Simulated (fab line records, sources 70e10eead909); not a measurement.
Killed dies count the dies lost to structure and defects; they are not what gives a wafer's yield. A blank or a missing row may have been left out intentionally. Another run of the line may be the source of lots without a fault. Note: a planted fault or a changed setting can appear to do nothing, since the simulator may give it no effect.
Problem report, 8D (eight disciplines) form, completed by code + flow nand harc + the parts of the form that need people (team, actions taken, sign-off) are left out

== 1. WHAT IS WRONG ==
NHARC_P_ZERO_WELL_ETCH_65, run length s: mean 80.2 s over 1 wafer from 1 lot; wafers with no fault: 109.2 s, standard deviation 0.55. Measured from the usual mean, that is -53 standard deviations.
The step: etches the open film in N2/H2, target depth 80 nm, overetch 24 nm, time 87.88 s.
First seen on wafer L105.4, day 5 15:30, on rie diel-05. The record has a number at this step for 33 wafers belonging to 11 lots. By rule, "out" or "out of limits" means more than 4 standard deviations away from the usual mean. Any other wafer with a number is counted as sound.

== 2. WHAT IT IS, AND WHAT IT ISN'T ==
| question                    | is               | is not                                                                                                       |
|-----------------------------|------------------|--------------------------------------------------------------------------------------------------------------|
| which readings at this step | run length s     | chamber pressure mTorr, h2 flow sccm, oes product au, rf vpp V, showerhead plenum p Torr, throttle valve pct |
| which lots                  | L105             | L100, L112, L113, L116, L118, L119, L996, L997, L998, L999                                                   |
| which wafers of those lots  | L105.4           | L105.1, L105.2                                                                                               |
| read on which tools         | rie diel-05      | rie diel-10, rie diel-11                                                                                     |
| when                        | from day 5 15:30 | up to then (17 sound wafers); but 15 sound wafers of L112, L113, L116, L118, L119 came after                 |

== 3. SUSPECTS, AND WHAT RULES EACH OUT ==
Counting: a tool at a process step up to the reading stays a suspect if it ran every lot that is out. Sound lots after the first of them don't rule it out here, since some wafers of a struck lot are sound.
- rie diel-05 at NHARC_P_ZERO_WELL_ETCH_65 (etches the open film in N2/H2, target depth 80 nm, overetch 24 nm, time 87.88 s): kept. The lot that is out, L105, ran on it at day 5 15:30; the last sound lot it ran before that was L998, at day 2 17:23. Its own run length s readings are out on those wafers.
- Within rie diel-05 at NHARC_P_ZERO_WELL_ETCH_65: the wafers that are out ran in chamber 0; their sound lot-mates ran in chambers 2, 3.
Remaining after the count: rie diel-05 at NHARC_P_ZERO_WELL_ETCH_65.

== 4. THE CAUSE (what the simulator had put in) ==
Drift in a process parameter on rie diel-05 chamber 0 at NHARC_P_ZERO_WELL_ETCH_65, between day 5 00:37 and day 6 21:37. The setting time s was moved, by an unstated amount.
Counting left only this tool.

== 5. THE EFFECT CHAIN, in route order ==
Each row: a reading where the mean over the struck wafers with a number is more than 3 standard deviations away from the usual. Only readings for which the record gives a usual standard deviation are gone through. hours: the time from each lot's start at the first step in this table that gives one to its start at this step, as a median over the lots. sigmas: the change in usual standard deviations.
| hours | step                      | reading      | usual   | on struck wafers | change | sigmas |
|-------|---------------------------|--------------|---------|------------------|--------|--------|
| 0     | NHARC_P_ZERO_WELL_ETCH_65 | run length s | 109.2 s | 80.2             | -29.0  | -53    |
The process steps in it:
- NHARC_P_ZERO_WELL_ETCH_65: etches the open film in N2/H2, target depth 80 nm, overetch 24 nm, time 87.88 s.
Later steps that measure or inspect, where all struck wafers having a row at the step show a number for every such reading and not one has moved that far: NHARC_P_STI_INSPECT_25, NHARC_END_SORT_01.

== 6. HOW IT WOULD HAVE BEEN CAUGHT EARLIER ==
The fault began at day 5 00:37; the first out-of-limits reading in this record came at day 5 15:30, 15 hours later.
